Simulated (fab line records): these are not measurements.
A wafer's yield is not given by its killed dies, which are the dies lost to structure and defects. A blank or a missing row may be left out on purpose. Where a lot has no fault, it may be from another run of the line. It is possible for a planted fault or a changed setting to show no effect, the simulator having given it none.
A struck lot beside a sound one :: flow n5Finfet :: 39 steps out of a route of 1938
Sound: the wafers L693.1, L693.2, L693.4. Struck: wafer L684.4. (L684.1, L684.2 of the same lot were not struck and are left out.) The cause comes at the end.
For every step that has rows: the tool of each side, followed by ch and its chambers, followed by its first start. Under that, the readings that differ: sound wafers :: struck wafers :: difference of the means :: sigmas: that difference in standard deviations of wafers without a fault.
alike: readings with means less than 2 such deviations apart, plus words and numbers identical on both sides. not compared: withheld readings, readings lacking a value on some wafer, bounds such as >300 that could conceal the same value, and numbers that have no deviation in the record and whose values overlap.
A row with sigmas, a row that says differs or no value, or rows on one side alone: a step with any of these is where the two part. Non-overlapping numbers with no deviation appear without sigmas and do not part them. A reading that every wafer of one side lacks parts them only if that side has two wafers or more.

first, 11 steps without rows for these wafers: N5_HKMG_FIN_STRIP_60 (strips in N2/H2, time 360 s); N5_HKMG_FIN_WET_ETCH_77 (etches La2O3 in dHCl, stops on HfO2, target depth 2 nm); N5_HKMG_FIN_WET_ETCH_78 (etches Al2O3 in dNH4OH, stops on La2O3, target depth 4.5 nm, rinse time 30 s); N5_HKMG_FIN_ALD_79 (deposits TiN, target thk 1.5 nm, pulse time 1 s, purge time 3 s); N5_HKMG_FIN_CVD_62 (deposits a-Si from Si2H6, target thk 3 nm, time 20.8 s); N5_HKMG_FIN_RTA_80 (time 2 s); N5_HKMG_FIN_PRECLEAN_64 (cleans in dHF, time 30 s); N5_HKMG_FIN_WET_ETCH_65 (etches a-Si in TMAH, stops on TiN, time 49 s, target depth 3 nm); N5_HKMG_FIN_WET_ETCH_81 (etches TiN in SC1, stops on HfO2, time 57 s, target depth 6 nm); N5_HKMG_FIN_WET_ETCH_82 (etches La2O3 in dHCl, stops on HfO2, target depth 2 nm, rinse time 30 s); N5_HKMG_FIN_ALD_36 (deposits TiN, target thk 1 nm, pulse time 1 s, purge time 3 s).
N5_HKMG_FIN_PWFM_ALD_03: deposits TiN, target thk 2 nm, pulse time 1 s, purge time 3 s.
  sound on aldMetal-01 ch 0,1,2, day 9 22:35; struck on aldMetal-03 ch 3, day 7 15:23
reading: aldCycles
sound: 91 91 91
struck: 104
difference: +13
sigmas: 
  alike: heaterPowerW, precursorPulseHeightRel
then, 26 steps without rows for these wafers: N5_HKMG_FIN_COAT_29 (time 60 s, resist thk 300 nm); N5_HKMG_FIN_COAT_30 (time 60 s, resist thk 35 nm); N5_HKMG_FIN_COAT_06 (resist thk 90 nm); N5_HKMG_FIN_EBR_08; N5_HKMG_FIN_SOFTBAKE_07 (time 60 s); N5_HKMG_FIN_EXPOSE_09 (exposes mask NWFM); N5_HKMG_FIN_PEB_10 (peb time 60 s); N5_HKMG_FIN_DEVELOP_11 (develop time 30 s); N5_HKMG_FIN_DESCUM_17 (chemistry O2, time 7.9 s); N5_HKMG_FIN_ETCH_31 (etches SiARC in CF4, target depth 45.5 nm, time 75.8 s); N5_HKMG_FIN_ETCH_32 (etches SOC in N2/H2, target depth 240 nm, time 300 s); N5_HKMG_FIN_STRIP_33 (strips in N2/H2); N5_HKMG_FIN_STRIP_34 (strips in CF4); N5_HKMG_FIN_ETCH_35 (etches SOC in N2/H2, target depth 215.8 nm, time 243.4 s); N5_HKMG_FIN_STRIP_92 (strips SOC in N2/H2, time 20 s); N5_HKMG_FIN_WET_ETCH_18 (etches TiN in SC1, time 55 s, target depth 5.2 nm, rinse time 30 s); N5_HKMG_FIN_STRIP_19 (strips in N2/H2, time 360 s); N5_HKMG_FIN_ALD_91 (deposits TiN, target thk 1 nm, pulse time 1 s, purge time 3 s); N5_HKMG_FIN_COAT_85 (time 60 s, resist thk 300 nm); N5_HKMG_FIN_ETCH_86 (etches SOC in N2/H2, stops on TiN, target depth 393.2 nm); N5_HKMG_FIN_STRIP_89 (strips SOC in N2/H2, time 20 s); N5_HKMG_FIN_WET_ETCH_87 (etches TiN in SC1, time 154.2 s, target depth 4.7 nm, rinse time 30 s); N5_HKMG_FIN_STRIP_88 (strips in N2/H2, time 360 s); N5_HKMG_FIN_NWFM_ALD_20 (deposits TiAlC, target thk 2 nm, pulse time 3 s, purge time 2 s); N5_HKMG_FIN_ALD_71 (deposits TiN, target thk 1 nm, pulse time 1 s, purge time 3 s); N5_HKMG_FIN_COAT_66 (time 60 s, resist thk 300 nm).
-- record jumps: 4 days separate the struck wafers' starts on either side; left off in module HKMG_FIN, taken up again in module BEOL_M4, whose first shown step is the route's number 1111 --
N5_BEOL_M4_RC_MEAS_101:
  sound on prober-01 ch 0, day 13 21:28; struck on prober-01 ch 0, day 11 16:22
reading: ION_P (uA/um)
sound: 471 461 462
struck: 480
difference: +15
sigmas: +2

reading: VT_P_LVT (mV)
sound: -97.3 -98.6 -99.5
struck: -90.2
difference: +8.3
sigmas: +3
  alike: DIBL_N, DIBL_P, IOFF_N, IOFF_P, IOFF_P_LONG, ION_N, SS_N, SS_P, VT_N, VT_P, VT_P_LONG

WHERE THEY PART
Within this record, at N5_BEOL_M4_RC_MEAS_101 only.

WHY: the cause the simulator had injected
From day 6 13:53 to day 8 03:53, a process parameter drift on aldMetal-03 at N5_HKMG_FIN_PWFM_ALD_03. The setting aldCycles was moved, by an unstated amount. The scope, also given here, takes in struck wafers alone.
